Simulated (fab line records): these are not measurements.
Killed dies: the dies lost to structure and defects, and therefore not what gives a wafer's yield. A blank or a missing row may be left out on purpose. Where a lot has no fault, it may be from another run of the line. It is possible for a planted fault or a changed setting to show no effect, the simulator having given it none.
Commonality check across tools | flow nand_harc | Lots sampled 12, wafers sampled 36

== THE REASON FOR OPENING IT ==
Flagged at NHARC_A_ONON_D1_THK_MEAS_11: reading thk_nm, on 2 of 12 lots. Wafers without a fault read 994 nm, standard deviation 14.
Rule: flag the lot when none of its wafers has a number, or when each of its wafers that has one lies beyond 4 standard deviations from that mean. As for the other lots, they are considered sound.

lot  | measured     | on            | thk_nm (nm), wafer by wafer | flag
L545 | day 8 17:49  | film_metro-01 | 980 980 980                 |
L548 | day 9 18:04  | film_metro-01 | 963 962 962                 |
L549 | day 10 10:20 | film_metro-01 | 991 990 991                 |
L552 | day 11 12:11 | film_metro-01 | 1005 1005 1004              |
L553 | day 12 09:28 | film_metro-02 | 1001 999 998                |
L555 | day 12 18:20 | film_metro-02 | 981 981 981                 |
L560 | day 14 16:11 | film_metro-01 | 1673 1673 1672              | FLAGGED
L561 | day 15 05:08 | film_metro-01 | 1632 1634 1632              | FLAGGED
L562 | day 15 14:00 | film_metro-02 | 1010 1011 1009              |
L564 | day 16 06:06 | film_metro-01 | 998 998 999                 |
L565 | day 16 21:50 | film_metro-01 | 995 995 994                 |
L566 | day 17 10:16 | film_metro-02 | 997 997 999                 |
The mean of the flagged lots' numbers is 1653 nm, +659 nm from the usual (+47 standard deviations).

== LOT BY LOT: THE TOOL USED ==
Before the reading, the record contains 2 process steps out of a 1302-step route. Each cell gives the tool, then ch followed by the chambers the sampled wafers passed through, then the start.
lot  | flag    | NHARC_A_ZERO_WELL_ETCH_19          | NHARC_A_ONON_D1_DEP_09
L545 |         | rie_diel-07 ch 0,1,2, day 7 16:02  | pecvd_onon-03 ch 0, day 8 17:19
L548 |         | rie_diel-07 ch 1,2, day 8 18:26    | pecvd_onon-04 ch 0, day 9 17:33
L549 |         | rie_diel-11 ch 0,1, day 9 08:51    | pecvd_onon-03 ch 0, day 10 09:50
L552 |         | rie_diel-11 ch 0,2,3, day 10 14:22 | pecvd_onon-02 ch 0, day 11 11:44
L553 |         | rie_diel-07 ch 0,2,3, day 11 09:56 | pecvd_onon-03 ch 0, day 12 08:57
L555 |         | rie_diel-03 ch 1,3, day 11 21:27   | pecvd_onon-03 ch 0, day 12 17:57
L560 | FLAGGED | rie_diel-07 ch 0,3, day 13 18:06   | pecvd_onon-03 ch 0, day 14 15:44
L561 | FLAGGED | rie_diel-03 ch 1,2, day 14 02:33   | pecvd_onon-03 ch 0, day 15 04:41
L562 |         | rie_diel-07 ch 2,3, day 14 13:57   | pecvd_onon-04 ch 0, day 15 13:29
L564 |         | rie_diel-07 ch 1,2,3, day 15 09:35 | pecvd_onon-04 ch 0, day 16 05:46
L565 |         | rie_diel-07 ch 0,1,3, day 15 22:08 | pecvd_onon-02 ch 0, day 16 21:19
L566 |         | rie_diel-07 ch 0,1,2, day 16 07:55 | pecvd_onon-02 ch 0, day 17 09:45
What the steps here do:
- NHARC_A_ZERO_WELL_ETCH_19: etches the open film in N2/H2, target depth 80 nm, overetch 24 nm, time 87.88 s.
- NHARC_A_ONON_D1_DEP_09: target thk 1000 nm.
- NHARC_A_ONON_D1_THK_MEAS_11: measures by ellipsometry.

== FLAGGED OVER TOTAL, TOOL BY TOOL (the gauges that took the reading come last) ==
step                        | tool          | lots run | flagged | share of the flagged lots | sound lots run after its first flagged lot
NHARC_A_ZERO_WELL_ETCH_19   | rie_diel-03   | 2        | 1       | some                      | 0
NHARC_A_ZERO_WELL_ETCH_19   | rie_diel-07   | 8        | 1       | some                      | 4 (L562,L564,L565,L566)
NHARC_A_ZERO_WELL_ETCH_19   | rie_diel-11   | 2        | 0       | none                      | -
NHARC_A_ONON_D1_DEP_09      | pecvd_onon-02 | 3        | 0       | none                      | -
NHARC_A_ONON_D1_DEP_09      | pecvd_onon-03 | 6        | 2       | all                       | 0
NHARC_A_ONON_D1_DEP_09      | pecvd_onon-04 | 3        | 0       | none                      | -
NHARC_A_ONON_D1_THK_MEAS_11 | film_metro-01 | 8        | 2       | all                       | 2 (L564,L565)
NHARC_A_ONON_D1_THK_MEAS_11 | film_metro-02 | 4        | 0       | none                      | -

== WHAT THE TABLE ALLOWS ==
2 rows of the table ran every flagged lot: pecvd_onon-03 at NHARC_A_ONON_D1_DEP_09, film_metro-01 at NHARC_A_ONON_D1_THK_MEAS_11.
- pecvd_onon-03 at NHARC_A_ONON_D1_DEP_09: 2 of its 6 lots flagged. Last sound lot L555 at day 12 17:57, first flagged lot L560 at day 14 15:44; a fault beginning in between fits.
- film_metro-01 at NHARC_A_ONON_D1_THK_MEAS_11: 2 of its 8 lots flagged. After the first flagged lot (L564, L565), sound lots still ran on it; a lasting fault on the whole tool would not permit that.
One tool is left: pecvd_onon-03 at NHARC_A_ONON_D1_DEP_09.

== WHAT THE SIMULATOR PUT IN ==
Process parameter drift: pecvd_onon-03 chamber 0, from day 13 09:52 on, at NHARC_A_ONON_D1_DEP_09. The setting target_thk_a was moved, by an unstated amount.
Shown lots that were struck: L560, L561. The same result came from the rule above.
